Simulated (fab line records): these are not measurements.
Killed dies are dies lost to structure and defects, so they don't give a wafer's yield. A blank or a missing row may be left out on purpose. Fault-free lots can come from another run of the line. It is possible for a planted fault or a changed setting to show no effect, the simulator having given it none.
Comparing a struck lot with a sound one	flow n5_finfet	41 out of 1938 route steps
Sound: these wafers, L306.2, L306.5, L306.6. The struck wafers were L310.3, L310.4, L310.5. The cause comes at the end.
Per side, at each step with rows, come the tool, then ch with its chambers, and then its first start. Under that, the readings that differ: sound wafers	struck wafers	difference of the means	sigmas: that difference in standard deviations of wafers without a fault.
alike: words and numbers the same on both sides, and readings whose means are apart by under 2 such deviations; not compared: readings that were withheld, readings missing a value for some wafer, numbers with overlapping values and no deviation given by the record, and bounds like >300 which may hide the same value.
A row with sigmas, a row that says differs or no value, or rows on one side alone: a step with any of these is where the two part. Numbers that don't overlap but have no deviation are shown without sigmas and don't part them. A reading missing from all wafers of one side parts the sides only when that side holds two or more wafers.

first, 12 steps without rows for these wafers: N5_HKMG_FIN_STRIP_33 (strips in N2/H2); N5_HKMG_FIN_STRIP_34 (strips in CF4); N5_HKMG_FIN_ETCH_35 (etches SOC in N2/H2, target depth 215.8 nm, time 243.4 s); N5_HKMG_FIN_STRIP_92 (strips SOC in N2/H2, time 20 s); N5_HKMG_FIN_WET_ETCH_18 (etches TiN in SC1, time 55 s, target depth 5.2 nm, rinse time 30 s); N5_HKMG_FIN_STRIP_19 (strips in N2/H2, time 360 s); N5_HKMG_FIN_ALD_91 (deposits TiN, target thk 1 nm, pulse time 1 s, purge time 3 s); N5_HKMG_FIN_COAT_85 (time 60 s, resist thk 300 nm); N5_HKMG_FIN_ETCH_86 (etches SOC in N2/H2, stops on TiN, target depth 393.2 nm); N5_HKMG_FIN_STRIP_89 (strips SOC in N2/H2, time 20 s); N5_HKMG_FIN_WET_ETCH_87 (etches TiN in SC1, time 154.2 s, target depth 4.7 nm, rinse time 30 s); N5_HKMG_FIN_STRIP_88 (strips in N2/H2, time 360 s).
N5_HKMG_FIN_NWFM_ALD_20: deposits TiAlC, target thk 2 nm, pulse time 3 s, purge time 2 s.
  sound on ald_metal-02 ch 0,2,3, day 6 06:22; struck on ald_metal-02 ch 0,1,2, day 7 05:41
reading	sound	struck	difference	sigmas
ald_cycles	7 7 7	2 2 2	-5	
model.TiAlC_of_HKMG_FIN_NWFM_ALD_20.thk_nm (nm)	2 2 2	0.6 0.6 0.6	-1.4	
  alike: heater_power_outer_w, heater_power_w, precursor_pulse_height_rel
then, 26 steps without rows for these wafers: N5_HKMG_FIN_ALD_71 (deposits TiN, target thk 1 nm, pulse time 1 s, purge time 3 s); N5_HKMG_FIN_COAT_66 (time 60 s, resist thk 300 nm); N5_HKMG_FIN_ETCH_67 (etches SOC in N2/H2, stops on TiN, target depth 388.9 nm); N5_HKMG_FIN_STRIP_90 (strips SOC in N2/H2, time 20 s); N5_HKMG_FIN_WET_ETCH_73 (etches the open film in SC1, time 42.3 s, target depth 1.3 nm, rinse time 30 s); N5_HKMG_FIN_ETCHBACK_68 (etches the open film in Cl2/Ar, stops on HfO2, target depth 0.5 nm); N5_HKMG_FIN_STRIP_69 (strips in N2/H2, time 360 s); N5_HKMG_FIN_ALD_21 (deposits TiN, target thk 1.5 nm, pulse time 1 s, purge time 3 s); N5_HKMG_FIN_ALD_72 (deposits W, target thk 2 nm, pulse time 1 s, purge time 2 s); N5_HKMG_FIN_W_FILL_22 (material W, target thk 60 nm, time 18.2 s); N5_HKMG_FIN_PRECLEAN_83 (cleans in DIW, time 57.5 s); N5_HKMG_FIN_SRD_84 (dry time 32 s); N5_HKMG_FIN_CMP_23 (polishes, stops on SiNx, t overpolish 10 s, target thk 46.326 nm); N5_HKMG_FIN_CMP_94 (polishes, stops on SiNx, t overpolish 4.7 s, target thk 43.299 nm); N5_GATE_CUT_ETCHBACK_00 (etches W in SF6/Cl2); N5_GATE_CUT_ETCH_56 (etches TiN in Cl2/Ar, target depth 21.6 nm); N5_GATE_CUT_ETCHBACK_30 (etches TiN in Cl2/Ar, target depth 3 nm); N5_GATE_CUT_VAPOR_ETCH_60 (etches HfO2 in BCl3/Cl2); N5_GATE_CUT_ETCH_58 (etches SiNx in CH3F/O2, target depth 17 nm, time 128.6 s); N5_GATE_CUT_STRIP_59 (strips in N2/H2, time 20 s); N5_GATE_CUT_PRECLEAN_31 (cleans in DIW, time 300 s); N5_GATE_CUT_SRD_32 (time 30 s); N5_GATE_CUT_SAC_CAP_01 (material SiNx, target thk 24 nm, pulse time 1 s, ald cycles 480); N5_GATE_CUT_PECVD_57 (deposits SiNx from SiH4/NH3/N2, target thk 21 nm); N5_GATE_CUT_CMP_02 (polishes, stops on SiO2, t overpolish 12.7 s, target thk 0 nm); N5_GATE_CUT_HM_DEP_46 (deposits SiO2 from TEOS/O2, target thk 130 nm, time 26.6 s).
-- the record jumps here: 5 days lie between the struck wafers' starts before and after (it left off in module GATE_CUT and takes up again in module BEOL_M4, whose first step shown is number 1111 of the route) --
N5_BEOL_M4_RC_MEAS_101:
  sound on prober-01 ch 0, day 10 11:29; struck on prober-01 ch 0, day 11 19:54
reading	sound	struck	difference	sigmas
IOFF_N (nA/um)	0.140 0.166 0.138	0.001 0.000 0.000	-0.148	-7
IOFF_N_85C (nA/um)	2.9 3.2 2.8	0.0 0.0 0.0	-3.0	-8
IOFF_N_LIN (nA/um)	0.067 0.077 0.066	0.000 0.000 0.000	-0.070	-8
IOFF_N_LONG (nA/um)	5.69e-05 5.68e-05 5.62e-05	2.77e-05 2.78e-05 2.76e-05	-2.89e-05	-11
IOFF_P (nA/um)	0.199 0.228 0.198	1.234 0.963 1.030	+0.867	+36
IOFF_P_85C (nA/um)	3.4 3.8 3.4	16.4 13.4 13.9	+11.0	+31
IOFF_P_LIN (nA/um)	0.098 0.107 0.098	0.578 0.489 0.511	+0.425	+46
IOFF_P_LONG (nA/um)	0.00011 0.000112 0.000114	0.000504 0.000506 0.000516	+0.000397	+52
ION_N (uA/um)	674 672 670	321 320 315	-353	-40
ION_P (uA/um)	466 462 463	527 528 529	+64	+11
VT_N (mV)	251.9 248.0 252.1	414.5 422.6 417.3	+167.5	+62
VT_N_LONG (mV)	274.5 271.8 275.5	443.3 437.6 439.1	+166.1	+87
VT_N_LVT (mV)	100.6 98.1 99.8	261.0 267.0 265.2	+164.9	+59
VT_P (mV)	-250.8 -247.1 -248.9	-200.5 -204.3 -202.2	+46.6	+17
VT_P_LONG (mV)	-274.2 -276.1 -275.4	-223.0 -223.7 -223.0	+52.0	+18
VT_P_LVT (mV)	-98.5 -97.4 -99.7	-48.9 -50.8 -51.4	+48.2	+25
  alike: DIBL_N, DIBL_P, SS_N, SS_P
-- here the record skips 4 days between the struck wafers' starts before and after, leaving off in module BEOL_M4 and picking up in module PASSIVATION (first step shown: number 1936 of the route) --
N5_PASSIVATION_PROBE_49:
  sound on prober-01, day 14 20:41; struck on prober-01, day 16 04:52
reading	sound	struck	difference	sigmas
sort_bin_4_leakage (%)	0 0 0	90.42 88.98 91.44	+90.28	
sort_n_pass	1081 1085 1063	0 0 0	-1076	-67
sort_yield_pct (%)	91.6 91.9 90.1	0 0 0	-91	-70
  alike: defect_limited_yield, killed_at_M0_to_M3, killed_at_M4_up, killed_at_contacts, killed_at_front_end, killed_at_other, killed_dies, killed_on_rim, killed_open, killed_short, sort_bin_5_function, sort_bin_6_memory
  not compared: sort_bin_8_speed

WHERE THEY PART
Earliest at N5_BEOL_M4_RC_MEAS_101; latest, in this record, at N5_PASSIVATION_PROBE_49.

WHY: whatever the simulator had introduced
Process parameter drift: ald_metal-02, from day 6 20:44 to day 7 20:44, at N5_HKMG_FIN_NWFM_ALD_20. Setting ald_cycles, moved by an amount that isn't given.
